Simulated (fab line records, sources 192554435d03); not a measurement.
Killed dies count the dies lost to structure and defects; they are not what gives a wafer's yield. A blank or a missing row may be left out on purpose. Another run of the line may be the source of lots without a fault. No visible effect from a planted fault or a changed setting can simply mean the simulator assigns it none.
Which tool was responsible? | flow n5 finfet | 10 lots with 30 wafers sampled at 5 steps, on a route of 1938 steps

## WHAT THE GAUGES READ, wafer by wafer
N5_SDB_CD_MEAS_11 targets a cd of 50 nm.
lot  | measured    | on        | cd nm (nm)
L608 | day 3 15:02 | cd sem-01 | 51.2 50.2 50.1
L609 | day 3 23:23 | cd sem-03 | 48.9 50.3 50.2
L610 | day 4 07:10 | cd sem-02 | 50.6 50.5 50.9
L614 | day 5 08:02 | cd sem-01 | 49.6 49.0 50.4
L617 | day 6 07:20 | cd sem-02 | 49.5 48.5 50.2
L624 | day 8 02:26 | cd sem-01 | 50.0 49.8 50.1
L625 | day 8 09:43 | cd sem-01 | 49.9 48.6 48.8
L626 | day 8 09:52 | cd sem-03 | 49.6 50.4 49.9
L628 | day 8 23:40 | cd sem-03 | 48.4 48.5 49.1
L631 | day 9 17:25 | cd sem-01 | 50.6 49.9 50.6

N5_SDB_INSPECT_13: inspects for defects (brightfield).
lot  | measured    | on                | raw defect count
L608 | day 3 15:06 | defect inspect-01 | 87 118 71
L609 | day 3 23:26 | defect inspect-01 | 136 155 171
L610 | day 4 07:13 | defect inspect-02 | 60 54 76
L614 | day 5 08:05 | defect inspect-01 | 53 135 177
L617 | day 6 07:23 | defect inspect-01 | 86 62 59
L624 | day 8 02:29 | defect inspect-01 | 89 107 120
L625 | day 8 09:46 | defect inspect-01 | 95 94 94
L626 | day 8 09:55 | defect inspect-01 | 65 92 82
L628 | day 8 23:43 | defect inspect-02 | 49 36 38
L631 | day 9 17:28 | defect inspect-01 | 71 93 75

N5_BEOL_M4_RC_MEAS_101.
lot  | measured     | on        | DIBL_N (mV/V)  | DIBL_P (mV/V)  | IOFF_N (nA/um)    | IOFF_P (nA/um)    | ION_N (uA/um) | ION_P (uA/um) | SS_N (mV/dec)  | SS_P (mV/dec)  | VT_N (mV)         | VT_P (mV)
L608 | day 7 14:05  | prober-01 | 36.3 35.6 36.4 | 35.8 34.9 35.2 | 0.162 0.149 0.160 | 0.194 0.182 0.188 | 674 654 655   | 458 449 453   | 71.9 71.7 71.4 | 73.4 73.3 74.0 | 249.4 250.6 249.2 | -251.8 -255.3 -251.0
L609 | day 8 04:02  | prober-02 | 36.6 36.5 37.0 | 35.3 34.2 35.8 | 0.157 0.150 0.172 | 0.211 0.201 0.227 | 666 667 672   | 463 459 464   | 71.3 72.1 71.7 | 72.8 73.1 73.0 | 249.4 252.6 248.8 | -248.3 -251.7 -248.0
L610 | day 9 02:45  | prober-01 | 35.1 34.0 35.6 | 36.3 34.5 37.5 | 0.140 0.123 0.162 | 0.184 0.166 0.199 | 657 662 678   | 452 454 459   | 71.0 71.6 71.6 | 72.7 72.7 73.4 | 250.2 251.7 249.5 | -253.4 -255.6 -253.3
L614 | day 9 11:40  | prober-01 | 36.4 33.3 35.5 | 36.7 33.2 35.5 | 0.144 0.112 0.134 | 0.225 0.173 0.205 | 652 676 669   | 459 465 464   | 70.8 70.8 71.2 | 73.0 71.9 72.8 | 252.7 254.2 252.9 | -248.0 -249.8 -250.0
L617 | day 10 16:14 | prober-01 | 36.3 36.8 36.5 | 37.8 38.2 37.6 | 0.171 0.169 0.159 | 0.235 0.243 0.227 | 689 678 676   | 472 466 464   | 71.7 71.7 71.7 | 73.8 72.6 73.7 | 245.1 248.6 250.6 | -249.2 -249.1 -249.4
L624 | day 12 05:11 | prober-02 | 36.0 34.2 35.2 | 36.7 33.7 34.7 | 0.159 0.129 0.141 | 0.232 0.190 0.192 | 679 669 663   | 466 463 457   | 72.1 71.5 71.1 | 73.3 72.7 72.7 | 249.3 251.4 250.4 | -248.2 -248.6 -251.4
L625 | day 12 18:50 | prober-02 | 35.7 35.6 35.6 | 36.6 36.9 36.2 | 0.176 0.173 0.174 | 0.214 0.209 0.202 | 678 675 682   | 460 461 459   | 71.9 72.3 72.5 | 73.4 73.1 73.6 | 248.0 249.2 247.9 | -253.1 -250.9 -251.1
L626 | day 12 16:58 | prober-01 | 33.7 32.4 34.8 | 35.5 33.5 36.5 | 0.131 0.114 0.151 | 0.181 0.160 0.200 | 664 662 660   | 458 455 454   | 71.2 71.1 70.9 | 72.7 72.2 73.3 | 252.4 254.5 249.7 | -252.3 -253.9 -249.8
L628 | day 12 22:19 | prober-02 | 38.6 36.9 39.0 | 37.3 36.2 37.4 | 0.201 0.162 0.196 | 0.240 0.213 0.229 | 679 664 666   | 465 454 460   | 71.2 70.9 71.8 | 73.5 73.0 73.7 | 245.6 249.2 246.6 | -246.5 -248.0 -249.1
L631 | day 13 19:11 | prober-02 | 36.3 36.1 38.6 | 38.1 38.3 40.1 | 0.159 0.160 0.200 | 0.214 0.214 0.258 | 680 672 682   | 465 465 469   | 71.2 71.2 72.3 | 73.8 73.3 74.7 | 251.0 251.5 247.2 | -251.5 -250.7 -249.7

## TOOL THAT RAN EACH LOT (tool first, then ch and the chambers of the sampled wafers, then the start)
lot  | N5_SDB_ALD_29                    | N5_SDB_CMP_30
L608 | ald sin-04 ch 2,3, day 3 16:42   | cmp-02 ch 2,3, day 3 19:31
L609 | ald sin-04 ch 1,2,3, day 4 02:13 | cmp-03 ch 0,3, day 4 04:59
L610 | ald sin-04 ch 0,1, day 4 09:21   | cmp-03 ch 1,3, day 4 12:07
L614 | ald sin-03 ch 1,2,3, day 5 08:55 | cmp-03 ch 0,1, day 5 11:39
L617 | ald sin-03 ch 0,3, day 6 09:14   | cmp-03 ch 0,1, day 6 11:58
L624 | ald sin-02 ch 1,2,3, day 8 04:11 | cmp-01 ch 0,1,3, day 8 07:05
L625 | ald sin-02 ch 1,3, day 8 14:37   | cmp-02 ch 0,2, day 8 17:29
L626 | ald sin-02 ch 0,1,2, day 8 17:19 | cmp-02 ch 0,2,3, day 8 20:04
L628 | ald sin-03 ch 0,1,2, day 9 00:58 | cmp-01 ch 1,3, day 9 03:44
L631 | ald sin-02 ch 0,1,3, day 9 18:20 | cmp-03 ch 1,2,3, day 9 21:04
- N5_SDB_ALD_29: deposits SiNx, target thk 30 nm, pulse time 1 s, ald cycles 600.
- N5_SDB_CMP_30: polishes, stops on poly-Si, t overpolish 1.54 s, target thk 30 nm.

## WHAT THE TOOLS THEMSELVES READ (means of the sampled wafers that have a number; where no wafer has one, the mark that the record gives instead)
N5_SDB_ALD_29.
lot  | tool       | heater power w (W) | precursor pulse height rel
L608 | ald sin-04 | 769                | 0.984
L609 | ald sin-04 | 770                | 0.996
L610 | ald sin-04 | 854                | 0.993
L614 | ald sin-03 | 820                | 1.009
L617 | ald sin-03 | 782                | 0.995
L624 | ald sin-02 | 883                | 1.014
L625 | ald sin-02 | 927                | 0.985
L626 | ald sin-02 | 900                | 0.992
L628 | ald sin-03 | 843                | 0.981
L631 | ald sin-02 | 928                | 1.019

N5_SDB_CMP_30.
lot  | tool   | motor current A (A) | overpolish run s (s) | platen rpm (rpm) | time to endpoint s (s)
L608 | cmp-02 | 13.9                | 1.544                | 51.80            | 17.9
L609 | cmp-03 | 12.8                | 1.539                | 51.86            | 16.1
L610 | cmp-03 | 12.9                | 1.543                | 51.78            | 16.2
L614 | cmp-03 | 12.0                | 1.532                | 53.86            | 17.2
L617 | cmp-03 | 11.6                | 1.549                | 53.89            | 15.3
L624 | cmp-01 | 13.5                | 1.552                | 51.83            | 17.6
L625 | cmp-02 | 11.5                | 1.537                | 51.77            | 21.0
L626 | cmp-02 | 12.6                | 1.541                | 51.81            | 16.9
L628 | cmp-01 | 13.1                | 1.541                | 51.80            | 18.9
L631 | cmp-03 | 11.5                | 1.542                | 51.81            | 16.5

## THE ANSWER, worked out from the rows above alone
Rule: the usual values come from the lots themselves. The widest of any qualifying gaps counts: lots, ordered by their means at a reading, are off when they make up no more than a third of the lots, leave a main group of 4 or more, and stand apart from it by 3 or more times the standard deviation of that group's means. A main group is skipped when, at the precision printed for the reading in the tables above, its means are all equal. Also off: a lot with no number at a reading for which 4 or more lots have one. All remaining lots with rows at the step are treated as sound. The gauges are gone through in route order, then the tools' own readings, and for those a lot's mean is taken as printed above. The first step at which some lot is off is used, and at that step the reading that is off furthest; a lot without a number counts as furthest.
Off at N5_SDB_CMP_30 (platen rpm): L614, L617. The main group: mean 51.81 rpm, standard deviation 0.026.
A tool fits if, at that step or a process step before it, it ran every lot that is off, and no sound lot after the first of them. None of those tried fits.

## WHAT HAD BEEN PUT IN BY THE SIMULATOR
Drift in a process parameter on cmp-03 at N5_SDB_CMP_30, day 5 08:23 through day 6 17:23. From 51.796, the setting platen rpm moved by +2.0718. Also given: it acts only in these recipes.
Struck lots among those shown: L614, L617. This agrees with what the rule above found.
